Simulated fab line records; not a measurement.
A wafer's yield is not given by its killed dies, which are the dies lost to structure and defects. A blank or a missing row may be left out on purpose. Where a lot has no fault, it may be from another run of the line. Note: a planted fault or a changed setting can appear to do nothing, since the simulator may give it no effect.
fab line records	flow n5-finfet
record lots=7	wafers=21
route steps=1938 shown BEOL_M0_SAQP@676 BEOL_M0_CUTY@711 BEOL_M0@715 BEOL_M1@754 BEOL_M2@841 BEOL_M3@931
start-h: start of the lot's first displayed wafer, in hours after the record's first day	wait-h: time in hours since the lot's previous step	" as in the row above	L1.1+2: one row covering several wafers at once	- no value present, or no start provided	* or withheld: withheld	< > ~ a bound
route shown NAME@n: a module of which the file shows steps, and the number in the route of the first	usual: mean/standard deviation of fault-free wafers	same: alike in all rows	chamber/n: place in a boat	sites: the reading at each site	_std_site: the values' standard deviation	_edge_site: mean of outer sites minus mean of inner sites	radius-mm: how far each site lies from the wafer's centre	mask NAME#n: copy n	behind: tool/chamber where the wafer was last shaped	hold: reason for holding the lot/hours on hold/outcome of the hold	device: the n, p or np transistor that did not switch	end of line: the tests these same wafers got at the end of their route	a step without rows: its recipe alone	killed: dies that structure and defects cost at the first sort, which is not the same as the wafer's yield	map: the dies of a wafer, with x for killed, . for not killed, _ for no die there
set.NAME: the run value of the setting; set.NAME@STEP: its run value at that earlier step	model.NAME: the simulator's own value behind a step, which no gauge read
lots run with intentionally changed settings; tables by step, rows by wafer
## steps
# step N5_BEOL_M0_SAQP_SPACER2_ALD_26
# recipe material=SiO2	target-thk-a=150	temp-c=300	ald-precursor-family=BDEAS	ald-co-reactant=O2-plasma	pulse-time-s=1	purge-time-s=2	co-reactant-purge-time-s=2	pressure-torr=2
lot.wafer	tool	chamber	start-h	wait-h	set.target-thk-a	model.SiO2_of_BEOL_M0_SAQP_SPACER2_ALD_26.thk-nm
L075.2+6	ald-sin-04	3,0	121.93	0.1	150	15
L075.4	"	2	"	"	131	13
L076.2	ald-sin-03	3	124.83	0.4	150	14.8
L076.4	"	2	"	"	150	15
L076.6	"	3	"	"	132.2	13.2
L079.1	ald-sin-03	2	145.70	1.5	134.4	13.6
L079.4	"	0	"	"	134.4	13.4
L079.6	"	3	"	"	150	15
L083.2+4	ald-sin-02	3,1	166.04	0.1	150	15
L083.5	"	0	"	"	155.7	15.6
L087.1+6	ald-sin-04	1,2	191.94	1.4	150	15
L087.5	"	3	"	"	140.1	14
L092.1+5+6	ald-sin-02	2,0,3	223.04	0.1	150	15
L096.2+3+4	ald-sin-03	3,1,2	249.91	0.1	150	15
# step N5_BEOL_M0_SAQP_SPACER2_ETCHBACK_27
# recipe chemistry=CHF3/O2	mode=anisotropic-etchback	target=SiO2	target-depth-a=225	time-s=11.25	pressure-mtorr=30	source-w=650	bias-w=170	Ar_flow_sccm=200	CHF3_flow_sccm=50	O2_flow_sccm=5	ion-energy-ev=200
# step N5_BEOL_M0_SAQP_MANDREL2_REMOVE_110
# recipe chemistry=HBr/Cl2/O2	bt-time-s=10	target=a-Si	stop-on=SiCN	endpoint=OES-SiCl	over-etch-frac=1	icp-w=600	bias-w=30	HBr_flow_sccm=150	Cl2_flow_sccm=80	O2_flow_sccm=5	pressure-mtorr=10
lot.wafer	tool	chamber	start-h	wait-h	set.target-thk-a@BEOL_M0_SAQP_SPACER2_ALD_26	model.BEOL_M0_SAQP.cd-nm
L075.2	rie-si-04	3	122.57	0.1	150	15
L075.4	"	1	"	"	131	13.2
L075.6	"	2	"	"	150	14.8
L076.2	rie-si-05	2	125.47	0.1	150	15
L076.4	"	3	"	"	150	15.2
L076.6	"	1	"	"	132.2	13.2
L079.1+4	rie-si-05	1	146.34	0.1	134.4	13.4
L079.6	"	0	"	"	150	14.8
L083.2+4	rie-si-05	1,0	166.68	0.1	150	15
L083.5	"	0	"	"	155.7	15.4
L087.1+6	rie-si-04	0	192.57	0.1	150	14.8
L087.5	"	3	"	"	140.1	14.2
L092.1+5	rie-si-01	3	223.68	0.1	150	15
L092.6	"	2	"	"	150	15.2
L096.2+4	rie-si-01	0,1	250.54	0.1	150	15
L096.3	"	3	"	"	150	15.2
# step N5_BEOL_M0_SAQP_CD_MEAS_29
# recipe target-cd-nm=14.4	landing-energy-ev=1000	detector=se-inlens
# usual cd-nm=14.98/0.24
lot.wafer	tool	chamber	start-h	wait-h	set.target-thk-a@BEOL_M0_SAQP_SPACER2_ALD_26	cd-nm
L075.2	cd-sem-01	0	122.68	0.1	150	14.86
L075.4	"	0	"	"	131	13.38
L075.6	"	0	"	"	150	14.57
L076.2	cd-sem-01	0	125.59	0.1	150	15.22
L076.4	"	0	"	"	150	15.18
L076.6	"	0	"	"	132.2	13.17
L079.1	cd-sem-02	0	146.45	0.1	134.4	13.34
L079.4	"	0	"	"	134.4	13.55
L079.6	"	0	"	"	150	15.40
L083.2	cd-sem-01	0	166.79	0.1	150	14.74
L083.4	"	0	"	"	150	15.18
L083.5	"	0	"	"	155.7	15.61
L087.1	cd-sem-03	0	192.68	0.1	150	14.81
L087.5	"	0	"	"	140.1	14.18
L087.6	"	0	"	"	150	14.81
L092.1	cd-sem-03	0	223.79	0.1	150	14.96
L092.5	"	0	"	"	150	15.05
L092.6	"	0	"	"	150	14.93
L096.2	cd-sem-03	0	250.65	0.1	150	15.01
L096.3	"	0	"	"	150	15.41
L096.4	"	0	"	"	150	14.59
# step N5_BEOL_M0_SAQP_COAT_87
# recipe resist=underlayer	temp-c=205	time-s=60	spin-rpm=1500	resist-thk-nm=5
lot.wafer	tool	chamber	start-h	wait-h	set.temp-c
L075.2+4	litho-track-01	0	-	-	205
L075.6	"	0	"	"	209.1
L076.2+4+6	litho-track-01	0	-	-	199.2
L079.1+4	litho-track-01	0	-	-	205
L079.6	"	0	"	"	209.4
L083.2	litho-track-05	0	-	-	201.6
L083.4+5	"	0	"	"	205
L087.1+5+6	litho-track-05	0	-	-	205
L092.1+5	litho-track-03	0	-	-	200.1
L092.6	"	0	"	"	205
L096.2+3+4	litho-track-05	0	-	-	205
# step N5_BEOL_M0_SAQP_COAT_34
# recipe resist=CAR-EUV	spin-rpm=1500	resist-thk-nm=30
# step N5_BEOL_M0_SAQP_EBR_36
# recipe solvent=PGMEA	ebr-width-mm=1.5
# step N5_BEOL_M0_CUTY_DESCUM_61
# recipe chemistry=O2	time-s=7.9	source-power-w=50	bias-power-w=20	pressure-mtorr=20	rf-frequency-hz=2.712e+07	temp-c=40	resist=CAR-ArF-block	o2-flow-sccm=225
# step N5_BEOL_M0_CUTY_ETCH_62
# recipe chemistry=CF4	target=SiARC	mask-material=CAR-ArF-block	time-s=58.5	ion-energy-ev=80	pressure-mtorr=40	source-w=545	bias-w=36	Ar_flow_sccm=100	cf4-flow-sccm=100	ends=cleared
# step N5_BEOL_M0_CUTY_ETCH_63
# recipe chemistry=N2/H2	target=SOC	target-depth-a=827	overetch-a=165	mask-material=SiARC	temp-c=40	ion-energy-ev=200	time-s=124	pressure-mtorr=30	source-w=840	bias-w=150	n2-flow-sccm=200	h2-flow-sccm=200
lot.wafer	tool	chamber	start-h	wait-h	set.target-thk-a@BEOL_M0_SAQP_SPACER2_ALD_26	model.SiO2_of_BEOL_M0_SAQP_SPACER2_ALD_26.thk-nm
L075.2	rie-diel-02	2	125.06	0.0	150	7.2
L075.4	"	0	"	"	131	5
L075.6	"	2	"	"	150	7
L076.2+4	rie-diel-01	1,2	127.47	0.0	150	7.2
L076.6	"	3	"	"	132.2	5.2
L079.1+4	rie-diel-01	3	148.73	0.0	134.4	5.6
L079.6	"	2	"	"	150	7.2
L083.2	rie-diel-02	0	169.26	0.0	150	7
L083.4	"	3	"	"	150	7.2
L083.5	"	3	"	"	155.7	7.8
L087.1+6	rie-diel-06	0,3	194.52	0.0	150	7.2
L087.5	"	0	"	"	140.1	6.2
L092.1+5	rie-diel-02	3	225.91	0.0	150	7.2
L092.6	"	0	"	"	150	7
L096.2	rie-diel-01	1	252.68	0.0	150	6.8
L096.3	"	3	"	"	150	7
L096.4	"	2	"	"	150	7.4
# step N5_BEOL_M0_CUTY_STRIP_64
# recipe chemistry=N2/H2	temp-c=40	n2-flow-sccm=200	h2-flow-sccm=200	rf-frequency-hz=6e+07
# step N5_BEOL_M0_ETCH_138
# recipe chemistry=CH3F/O2	target-depth-a=120	target=SiCN	time-s=31.6	ion-energy-ev=120	pressure-mtorr=30	source-w=395	bias-w=75	Ar_flow_sccm=150	CH3F_flow_sccm=30	O2_flow_sccm=20	ends=cleared
lot.wafer	tool	chamber	start-h	wait-h	set.target-thk-a@BEOL_M0_SAQP_SPACER2_ALD_26	model.SiO2_of_BEOL_M0_SAQP_SPACER2_ALD_26.thk-nm
L075.2	rie-diel-02	2	125.19	0.0	150	5.2
L075.4	"	0	"	"	131	3
L075.6	"	2	"	"	150	5
L076.2+4	rie-diel-01	1,2	127.59	0.0	150	5.2
L076.6	"	3	"	"	132.2	3.2
L079.1+4	rie-diel-01	3	148.86	0.0	134.4	3.6
L079.6	"	2	"	"	150	5.2
L083.2	rie-diel-02	0	169.39	0.0	150	5
L083.4	"	3	"	"	150	5.2
L083.5	"	3	"	"	155.7	5.8
L087.1	rie-diel-06	0	194.64	0.0	150	5.4
L087.5	"	0	"	"	140.1	4.2
L087.6	"	3	"	"	150	5.2
L092.1+5	rie-diel-02	3	226.03	0.0	150	5.2
L092.6	"	0	"	"	150	5
L096.2+3	rie-diel-01	1,3	252.80	0.0	150	5
L096.4	"	2	"	"	150	5.4
# step N5_BEOL_M0_HM_OPEN_105
# recipe chemistry=Cl2/BCl3	target-depth-a=120	target=TiN	ion-energy-ev=150	pressure-mtorr=10	icp-w=1000	bias-w=126	Cl2_flow_sccm=53.25	bcl3-flow-sccm=21.75	Ar_flow_sccm=25
lot.wafer	tool	chamber	start-h	wait-h	set.target-thk-a@BEOL_M0_SAQP_SPACER2_ALD_26	model.SiO2_of_BEOL_M0_SAQP_SPACER2_ALD_26.thk-nm
L075.2	rie-metal-03	1	127.05	1.8	150	2.8
L075.4	"	1	"	"	131	1.4
L075.6	"	1	"	"	150	2.6
L076.2+4	rie-metal-01	1,0	127.72	0.1	150	2.8
L076.6	"	1	"	"	132.2	1.4
L079.1+4	rie-metal-01	1	154.97	6.1	134.4	1.6
L079.6	"	1	"	"	150	2.6
L083.2	rie-metal-03	1	169.81	0.4	150	2.6
L083.4	"	1	"	"	150	2.8
L083.5	"	1	"	"	155.7	3.4
L087.1	rie-metal-01	1	194.97	0.3	150	3
L087.5	"	0	"	"	140.1	2
L087.6	"	1	"	"	150	2.8
L092.1+5	rie-metal-01	0	226.93	0.9	150	2.8
L092.6	"	1	"	"	150	2.6
L096.2+3	rie-metal-03	1,0	253.46	0.6	150	2.6
L096.4	"	1	"	"	150	3
# step N5_BEOL_M1_HM_DEP_02
# recipe material=TiN	target-thk-a=200	temp-c=25	chamber-pressure-pa=0.49996
lot.wafer	tool	chamber	start-h	wait-h	set.target-thk-a	model.TiN_of_BEOL_M1_HM_DEP_02.thk-nm
L075.2	pvd-sputter-03	-	132.49	1.9	200	19.8
L075.4	"	-	"	"	210.1	21.2
L075.6	"	-	"	"	210.1	20.8
L076.2+6	pvd-sputter-03	-	132.77	0.5	200	19.6
L076.4	"	-	"	"	212.5	20.6
L079.1	pvd-sputter-02	-	158.84	0.6	181.5	18.2
L079.4	"	-	"	"	181.5	18
L079.6	"	-	"	"	200	19.8
L083.2+5	pvd-sputter-01	-	175.19	1.8	200	20.4
L083.4	"	-	"	"	217.7	22.4
L087.1	pvd-sputter-03	-	202.18	1.5	200	19.8
L087.5	"	-	"	"	186.8	18.4
L087.6	"	-	"	"	186.8	18.6
L092.1+5	pvd-sputter-02	-	233.12	0.4	200	20.2
L092.6	"	-	"	"	200	20
L096.2	pvd-sputter-03	-	259.18	0.0	200	20.4
L096.3+4	"	-	"	"	200	20.2
# step N5_BEOL_M1_COAT_05
# recipe resist=CAR-EUV	spin-rpm=1500	resist-thk-nm=30
lot.wafer	tool	chamber	start-h	wait-h	set.spin-rpm	model.CAR-EUV_of_BEOL_M1_COAT_05.thk-nm
L075.2	litho-track-05	0	-	-	1500	29.8
L075.4+6	"	0	"	"	1616	28.8
L076.2+4	litho-track-03	0	-	-	1500	30
L076.6	"	0	"	"	1644	28.6
L079.1	litho-track-03	0	-	-	1411	30.8
L079.4+6	"	0	"	"	1500	30
L083.2	litho-track-03	0	-	-	1356	31.6
L083.4+5	"	0	"	"	1500	30.2
L087.1+5+6	litho-track-03	0	-	-	1500	30
L092.1+5+6	litho-track-03	0	-	-	1500	30
L096.2+3	litho-track-05	0	-	-	1500	29.8
L096.4	"	0	"	"	1500	30
# step N5_BEOL_M1_EBR_07
# recipe solvent=PGMEA	ebr-width-mm=1.5
# step N5_BEOL_M1_SOFTBAKE_06
# recipe temp-c=110	time-s=60	resist=CAR-EUV
# step N5_BEOL_M1_STRIP_75
# recipe chemistry=N2/H2	temp-c=40	n2-flow-sccm=200	h2-flow-sccm=200	rf-frequency-hz=6e+07
# step N5_BEOL_M1_STRIP_66
# recipe chemistry=CF4	resist=SiARC	power-w=300	bias-power-w=75	pressure-mtorr=50	cf4-flow-sccm=150	rf-frequency-hz=6e+07
# step N5_BEOL_M1_HM_OPEN_17
# recipe chemistry=Cl2/BCl3	target-depth-a=200	overetch-a=60	target=TiN	mask-material=SOC	ion-energy-ev=150	pressure-mtorr=10	icp-w=1000	bias-w=126	Cl2_flow_sccm=53.25	bcl3-flow-sccm=21.75	Ar_flow_sccm=25
lot.wafer	tool	chamber	start-h	wait-h	set.target-thk-a@BEOL_M1_HM_DEP_02	model.etch.depth-nm
L075.2	rie-metal-01	1	133.37	0.0	200	19.77
L075.4	"	1	"	"	210.1	21.22
L075.6	"	1	"	"	210.1	20.86
L076.2	rie-metal-01	0	133.66	0.0	200	19.69
L076.4	"	1	"	"	212.5	20.57
L076.6	"	1	"	"	200	19.68
L079.1	rie-metal-03	1	159.67	0.0	181.5	18.1
L079.4	"	1	"	"	181.5	18.08
L079.6	"	1	"	"	200	19.75
L083.2	rie-metal-02	1	176.10	0.0	200	20.41
L083.4	"	0	"	"	217.7	22.36
L083.5	"	1	"	"	200	20.47
L087.1	rie-metal-01	1	203.06	0.0	200	19.89
L087.5	"	1	"	"	186.8	18.46
L087.6	"	0	"	"	186.8	18.51
L092.1	rie-metal-03	1	234.01	0.0	200	20.2
L092.5	"	1	"	"	200	20.17
L092.6	"	0	"	"	200	20.09
L096.2	rie-metal-01	1	259.94	0.0	200	20.47
L096.3	"	1	"	"	200	20.16
L096.4	"	0	"	"	200	20.21
# step N5_BEOL_M2_ILD_DEP_00
# recipe material=SiOC	target-thk-a=790	temp-c=350	precursor=DEMS/O2	pressure-torr=5	rf-w=500	time-s=15.3
lot.wafer	tool	chamber	start-h	wait-h	set.time-s	model.SiOC_of_BEOL_M2_ILD_DEP_00.thk-nm
L075.2	pecvd-03	0	140.29	0.0	16.99	87.6
L075.4	"	0	"	"	16.99	89.2
L075.6	"	1	"	"	15.3	80.6
L076.2	pecvd-01	1	140.87	0.0	16.17	83.6
L076.4	"	0	"	"	16.17	83.8
L076.6	"	1	"	"	15.3	79.2
L079.1	pecvd-04	0	165.90	0.0	15.3	78.2
L079.4	"	1	"	"	15.3	79.8
L079.6	"	0	"	"	15.3	79
L083.2	pecvd-01	0	190.35	0.0	15.3	77.4
L083.4	"	0	"	"	15.3	78.6
L083.5	"	1	"	"	13.38	68.8
L087.1	pecvd-04	0	212.10	0.0	14.32	74.4
L087.5	"	1	"	"	15.3	79.4
L087.6	"	0	"	"	15.3	80.6
L092.1	pecvd-03	2	242.96	0.0	15.3	80.8
L092.5	"	2	"	"	15.3	81
L092.6	"	1	"	"	17.52	93.2
L096.2+3	pecvd-01	1,0	272.81	0.0	15.3	76.2
L096.4	"	1	"	"	15.3	77
# step N5_BEOL_M2_THK_MEAS_01
# recipe reads=SiOC_of_BEOL_M2_ILD_DEP_00
# usual M2_ILD_THK=78.9/1.5
lot.wafer	tool	chamber	start-h	wait-h	set.time-s@BEOL_M2_ILD_DEP_00	M2_ILD_THK[nm]
L075.2	film-metro-01	-	140.36	0.1	16.99	87.5
L075.4	"	-	"	"	16.99	89.1
L075.6	"	-	"	"	15.3	80.6
L076.2	film-metro-01	-	140.94	0.1	16.17	83.5
L076.4	"	-	"	"	16.17	83.8
L076.6	"	-	"	"	15.3	79.2
L079.1	film-metro-02	-	165.96	0.0	15.3	78.2
L079.4	"	-	"	"	15.3	79.8
L079.6	"	-	"	"	15.3	79.0
L083.2	film-metro-01	-	190.42	0.1	15.3	77.3
L083.4	"	-	"	"	15.3	78.6
L083.5	"	-	"	"	13.38	68.8
L087.1	film-metro-02	-	212.17	0.0	14.32	74.4
L087.5	"	-	"	"	15.3	79.5
L087.6	"	-	"	"	15.3	80.7
L092.1	film-metro-01	-	243.03	0.0	15.3	80.7
L092.5	"	-	"	"	15.3	81.0
L092.6	"	-	"	"	17.52	93.2
L096.2	film-metro-02	-	272.88	0.1	15.3	76.1
L096.3	"	-	"	"	15.3	76.3
L096.4	"	-	"	"	15.3	77.0
# step N5_BEOL_M2_EXPOSE_08
# recipe mask-id=M2	na=0.33	source-shape=dipole	sigma-inner=0.369	sigma-outer=0.767	polarization=unpolarized	dose-mj=41.25
lot.wafer	tool	chamber	start-h	wait-h	mask	set.dose-mj
L075.2+4+6	euv-scanner-02	0	140.72	-	M2#0	41.25
L076.2	euv-scanner-02	0	143.02	-	M2#0	41.25
L076.4+6	"	0	"	"	M2#0	39.58
L079.1	euv-scanner-01	0	168.09	-	M2#0	41.25
L079.4+6	"	0	"	"	M2#0	42.59
L083.2+5	euv-scanner-02	0	192.91	-	M2#0	41.25
L083.4	"	0	"	"	M2#0	44.17
L087.1+6	euv-scanner-01	0	214.22	-	M2#0	42.93
L087.5	"	0	"	"	M2#0	41.25
L092.1	euv-scanner-01	0	245.96	-	M2#0	38.61
L092.5+6	"	0	"	"	M2#0	41.25
L096.2+3+4	euv-scanner-01	0	273.39	-	M2#0	41.25
# step N5_BEOL_M2_PEB_09
# recipe peb-temp-c=100	peb-time-s=60	resist=CAR-EUV
# step N5_BEOL_M2_DEVELOP_10
# recipe develop-time-s=30	developer=TMAH	resist=CAR-EUV	rinse-liquid=surfactant-rinse	dry=air-spin	dev-temp-c=23
# step N5_BEOL_M2_CD_MEAS_11
# recipe target-cd-nm=16.79	landing-energy-ev=500	detector=se-inlens	polarity=opening
# usual cd-nm=16.91/0.27
lot.wafer	tool	chamber	start-h	wait-h	set.dose-mj@BEOL_M2_EXPOSE_08	cd-nm
L075.2	cd-sem-02	0	140.85	-	41.25	16.84
L075.4	"	0	"	"	41.25	17.21
L075.6	"	0	"	"	41.25	17.30
L076.2	cd-sem-01	0	143.14	-	41.25	16.98
L076.4	"	0	"	"	39.58	15.91
L076.6	"	0	"	"	39.58	15.90
L079.1	cd-sem-01	0	168.22	-	41.25	17.02
L079.4	"	0	"	"	42.59	17.64
L079.6	"	0	"	"	42.59	17.53
L083.2	cd-sem-01	0	193.04	-	41.25	16.78
L083.4	"	0	"	"	44.17	18.29
L083.5	"	0	"	"	41.25	16.77
L087.1	cd-sem-03	0	214.35	-	42.93	17.59
L087.5	"	0	"	"	41.25	17.18
L087.6	"	0	"	"	42.93	17.92
L092.1	cd-sem-01	0	246.09	-	38.61	15.33
L092.5	"	0	"	"	41.25	16.70
L092.6	"	0	"	"	41.25	16.88
L096.2	cd-sem-03	0	273.51	-	41.25	17.13
L096.3	"	0	"	"	41.25	16.52
L096.4	"	0	"	"	41.25	16.88
# step N5_BEOL_M2_DESCUM_16
# recipe chemistry=O2	time-s=7	source-power-w=50	bias-power-w=20	pressure-mtorr=20	rf-frequency-hz=2.712e+07	temp-c=40	resist=CAR-EUV	o2-flow-sccm=225
# step N5_BEOL_M2_ETCH_74
# recipe chemistry=N2/H2	target=underlayer	target-depth-a=65	mask-material=CAR-EUV	time-s=5.2	ion-energy-ev=200	pressure-mtorr=30	source-w=840	bias-w=150	n2-flow-sccm=200	h2-flow-sccm=200	ends=cleared
lot.wafer	tool	chamber	start-h	wait-h	set.dose-mj@BEOL_M2_EXPOSE_08	model.BEOL_M2.cd-offset-nm
L075.2+4	rie-diel-01	2,0	141.02	0.0	41.25	0
L075.6	"	1	"	"	41.25	0.4
L076.2	rie-diel-01	0	143.30	0.0	41.25	-0.2
L076.4	"	2	"	"	39.58	-1.2
L076.6	"	3	"	"	39.58	-0.6
L079.1	rie-diel-02	0	168.38	0.0	41.25	-0.2
L079.4	"	3	"	"	42.59	0.6
L079.6	"	3	"	"	42.59	0.8
L083.2	rie-diel-06	1	193.51	0.0	41.25	0
L083.4	"	2	"	"	44.17	1.2
L083.5	"	0	"	"	41.25	0.2
L087.1	rie-diel-06	3	214.51	0.0	42.93	1.2
L087.5	"	3	"	"	41.25	0.4
L087.6	"	2	"	"	42.93	1
L092.1	rie-diel-02	3	246.25	0.0	38.61	-1.8
L092.5+6	"	0,3	"	"	41.25	-0.4
L096.2	rie-diel-01	3	273.67	0.0	41.25	0.2
L096.3	"	2	"	"	41.25	-0.2
L096.4	"	0	"	"	41.25	0
# step N5_BEOL_M3_ILD_DEP_00
# recipe material=SiOC	target-thk-a=790	temp-c=350	precursor=DEMS/O2	pressure-torr=5	rf-w=500	time-s=15.3
lot.wafer	tool	chamber	start-h	wait-h	set.time-s	model.SiOC_of_BEOL_M3_ILD_DEP_00.thk-nm
L075.2	pecvd-02	1	150.98	0.0	15.3	77.8
L075.4	"	1	"	"	14.47	74.6
L075.6	"	2	"	"	15.3	80.2
L076.2	pecvd-02	1	157.04	0.0	15.3	78.2
L076.4	"	2	"	"	16.97	89.4
L076.6	"	0	"	"	15.3	78.4
L079.1	pecvd-04	2	176.60	0.0	17.33	89.8
L079.4	"	0	"	"	17.33	90.6
L079.6	"	1	"	"	15.3	81.2
L083.2	pecvd-04	2	202.56	0.0	16.22	82.6
L083.4	"	2	"	"	15.3	79.2
L083.5	"	1	"	"	16.22	84
L087.1	pecvd-03	0	223.36	0.0	14.17	72.2
L087.5	"	1	"	"	14.17	72
L087.6	"	0	"	"	15.3	78.6
L092.1	pecvd-03	1	269.63	0.0	13.48	68
L092.5	"	0	"	"	15.3	79.4
L092.6	"	1	"	"	15.3	79.6
L096.2	pecvd-02	2	288.32	0.0	15.3	77
L096.3	"	0	"	"	15.3	77.4
L096.4	"	0	"	"	15.3	79
# step N5_BEOL_M3_THK_MEAS_01
# recipe reads=SiOC_of_BEOL_M3_ILD_DEP_00
# usual M3_ILD_THK=78.9/1.2
lot.wafer	tool	chamber	start-h	wait-h	set.time-s@BEOL_M3_ILD_DEP_00	M3_ILD_THK[nm]
L075.2	film-metro-02	-	151.05	0.1	15.3	77.9
L075.4	"	-	"	"	14.47	74.7
L075.6	"	-	"	"	15.3	80.1
L076.2	film-metro-01	-	157.11	0.1	15.3	78.3
L076.4	"	-	"	"	16.97	89.6
L076.6	"	-	"	"	15.3	78.4
L079.1	film-metro-01	-	176.67	0.0	17.33	89.7
L079.4	"	-	"	"	17.33	90.5
L079.6	"	-	"	"	15.3	81.2
L083.2	film-metro-02	-	202.63	0.1	16.22	82.5
L083.4	"	-	"	"	15.3	79.3
L083.5	"	-	"	"	16.22	84.1
L087.1	film-metro-02	-	223.45	0.1	14.17	72.2
L087.5	"	-	"	"	14.17	72.1
L087.6	"	-	"	"	15.3	78.6
L092.1	film-metro-02	-	269.69	0.0	13.48	68.0
L092.5	"	-	"	"	15.3	79.4
L092.6	"	-	"	"	15.3	79.6
L096.2	film-metro-01	-	288.39	0.1	15.3	77.1
L096.3	"	-	"	"	15.3	77.5
L096.4	"	-	"	"	15.3	78.9
## key
split step=N5_BEOL_M0_SAQP_SPACER2_ALD_26	setting=target-thk-a	stated=150	by=wafer
response step=N5_BEOL_M0_SAQP_SPACER2_ALD_26	reading=model.SiO2_of_BEOL_M0_SAQP_SPACER2_ALD_26.thk-nm	change=+0.15	per=1%	r=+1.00
response step=N5_BEOL_M0_SAQP_MANDREL2_REMOVE_110	reading=model.BEOL_M0_SAQP.cd-nm	change=+0.137	per=1%	r=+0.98
response step=N5_BEOL_M0_SAQP_CD_MEAS_29	reading=cd-nm	change=+0.145	per=1%	r=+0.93
response step=N5_BEOL_M0_CUTY_ETCH_63	reading=model.SiO2_of_BEOL_M0_SAQP_SPACER2_ALD_26.thk-nm	change=+0.163	per=1%	r=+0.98
response step=N5_BEOL_M0_ETCH_138	reading=model.SiO2_of_BEOL_M0_SAQP_SPACER2_ALD_26.thk-nm	change=+0.165	per=1%	r=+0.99
response step=N5_BEOL_M0_HM_OPEN_105	reading=model.SiO2_of_BEOL_M0_SAQP_SPACER2_ALD_26.thk-nm	change=+0.111	per=1%	r=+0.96
split step=N5_BEOL_M0_SAQP_COAT_87	setting=temp-c	stated=205	by=wafer
response none clear
split step=N5_BEOL_M1_HM_DEP_02	setting=target-thk-a	stated=200	by=wafer
response step=N5_BEOL_M1_HM_DEP_02	reading=model.TiN_of_BEOL_M1_HM_DEP_02.thk-nm	change=+0.2	per=1%	r=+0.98
response step=N5_BEOL_M1_HM_OPEN_17	reading=model.etch.depth-nm	change=+0.197	per=1%	r=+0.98
split step=N5_BEOL_M1_COAT_05	setting=spin-rpm	stated=1500	by=wafer
response step=N5_BEOL_M1_COAT_05	reading=model.CAR-EUV_of_BEOL_M1_COAT_05.thk-nm	change=-0.141	per=1%	r=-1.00
split step=N5_BEOL_M2_ILD_DEP_00	setting=time-s	stated=15.3	by=wafer
response step=N5_BEOL_M2_ILD_DEP_00	reading=model.SiOC_of_BEOL_M2_ILD_DEP_00.thk-nm	change=+0.784	per=1%	r=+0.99
response step=N5_BEOL_M2_THK_MEAS_01	reading=M2_ILD_THK	change=+0.784	per=1%	r=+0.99
split step=N5_BEOL_M2_EXPOSE_08	setting=dose-mj	stated=41.25	by=wafer
response step=N5_BEOL_M2_CD_MEAS_11	reading=cd-nm	change=+0.213	per=1%	r=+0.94
response step=N5_BEOL_M2_ETCH_74	reading=model.BEOL_M2.cd-offset-nm	change=+0.188	per=1%	r=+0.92
split step=N5_BEOL_M3_ILD_DEP_00	setting=time-s	stated=15.3	by=wafer
response step=N5_BEOL_M3_ILD_DEP_00	reading=model.SiOC_of_BEOL_M3_ILD_DEP_00.thk-nm	change=+0.851	per=1%	r=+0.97
response step=N5_BEOL_M3_THK_MEAS_01	reading=M3_ILD_THK	change=+0.847	per=1%	r=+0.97
